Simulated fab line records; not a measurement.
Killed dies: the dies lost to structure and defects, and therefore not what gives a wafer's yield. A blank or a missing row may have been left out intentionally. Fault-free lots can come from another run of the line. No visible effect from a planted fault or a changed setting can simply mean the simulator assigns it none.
Struck lot and sound lot, side by side	flow n5_finfet	18 steps out of a route of 1938
Sound: these wafers, L956.1, L956.4, L956.6. Struck: wafers L966.2, L966.6 (left out: L966.3, a lot-mate that was not struck); the cause follows at the end.
At each step with rows: each side's tool, then ch and its chambers, then its first start. Under that, the readings that differ: sound wafers	struck wafers	difference of the means	sigmas: that difference in standard deviations of wafers without a fault.
alike: a reading whose means differ by less than 2 such deviations, as well as words and numbers matching on both sides. not compared: withheld readings; readings where some wafer has no value; bounds like >300 that might hide an equal value; numbers whose values overlap and for which the record gives no deviation.
Wherever a step has rows on one side only, a row that says differs or no value, or a row with sigmas, the two part there. Numbers that don't overlap but have no deviation are shown without sigmas and don't part them. A reading missing from all wafers of one side parts the sides only when that side holds two or more wafers.

N5_BEOL_M13_ETCH_68: etches SOC in N2/H2, time 355 s.
  sound on rie_diel-02 ch 0,1,2, day 11 05:10; struck on rie_diel-03 ch 0,1, day 13 12:42
  alike: drypump_motor_current_A, oes_product_au, rf_vpp_V, showerhead_plenum_p_Torr, throttle_valve_pct
  not compared: rf_hours_counter_h
then, 1 step without rows for these wafers: N5_BEOL_M13_STRIP_69 (strips in N2/H2).
N5_BEOL_M13_TRENCH_ETCH_34: etches SiOC in C4F8/O2/Ar, target depth 413.47 nm, time 162.6 s.
  sound on rie_diel-02 ch 0,1,2, day 11 05:23; struck on rie_diel-03 ch 0,1, day 13 12:55
  alike: drypump_motor_current_A, oes_product_au, rf_vpp_V, showerhead_plenum_p_Torr, throttle_valve_pct
  not compared: rf_hours_counter_h
then, 1 step without rows for these wafers: N5_BEOL_M13_STRIP_70 (strips in C4F8/O2/Ar).
N5_BEOL_M13_OCD_MEAS_35:
  sound on ocd-01 at day 11 05:34; struck on ocd-01 at day 13 13:06
  alike: trench_depth_nm
N5_BEOL_M13_STRIP_37: strips in N2/H2.
  sound on plasma_asher-02 ch 0, day 11 05:37; struck on plasma_asher-01 ch 0,1, day 13 13:08
  alike: drypump_motor_current_A, heater_power_w, oes_product_au
  not compared: rf_hours_counter_h
then, 4 steps without rows for these wafers: N5_BEOL_M13_ETCH_38 (etches SiCN in CF4/N2, target depth 67.5 nm, time 71.9 s); N5_BEOL_M13_PRECLEAN_39 (cleans in residue remover, time 60 s); N5_BEOL_M13_SRD_40 (time 30 s, dry time 30 s); N5_BEOL_M13_DEGAS_41 (time 60 s).
N5_BEOL_M13_PRE_CLEAN_42: time 30 s.
  sound on pvd_sputter-02 at day 11 06:21; struck on pvd_sputter-02 at day 13 13:38
  alike: heater_power_w
then, 1 step without rows for these wafers: N5_BEOL_M13_SPUTTER_43 (material TaN, target thk 15 nm, time 24.19 s).
N5_BEOL_M13_SPUTTER_44: material Ta, target thk 10 nm, time 16.13 s.
  sound on pvd_sputter-02 at day 11 06:28; struck on pvd_sputter-02 at day 13 13:45
reading	sound	struck	difference	sigmas
model.Ta_of_BEOL_M13_SPUTTER_44.thk_nm (nm)	10 10 10	7.6 7.6	-2.4	
  alike: throttle_valve_pct
then, 2 steps without rows for these wafers: N5_BEOL_M13_SPUTTER_45 (material Cu, target thk 80 nm, time 13.33 s); N5_BEOL_M13_ECD_47 (material Cu, target thk 936 nm).
N5_BEOL_M13_ANNEAL_48: time 90 s.
  sound on rtp_anneal-01 ch 0, day 11 06:50; struck on rtp_anneal-02 ch 0, day 13 14:19
  alike: wafer_temp_C_max
N5_BEOL_M13_CMP_49: polishes, stops on SiOC, t overpolish 17.1 s, target thk 420 nm.
  sound on cmp-03 ch 0,3, day 11 07:07; struck on cmp-01 ch 0,3, day 13 14:34
reading	sound	struck	difference	sigmas
barrier_field_endpoint_s (s)	29.7 29.4 30.3	27.5 27.4	-2.4	-4
  alike: clearing_platen_down_force_psi, motor_current_A, slurry_filter_dp_kPa
N5_BEOL_M13_THK_MEAS_50: measures by xrf.
  sound on film_metro-02 at day 11 07:25; struck on film_metro-02 at day 13 14:52
  alike: M13_THK

WHERE THEY PART
Within this record, at N5_BEOL_M13_CMP_49 only. Later steps at which nothing parts them and some readings are alike: N5_BEOL_M13_THK_MEAS_50.

WHY: what the simulator had put in
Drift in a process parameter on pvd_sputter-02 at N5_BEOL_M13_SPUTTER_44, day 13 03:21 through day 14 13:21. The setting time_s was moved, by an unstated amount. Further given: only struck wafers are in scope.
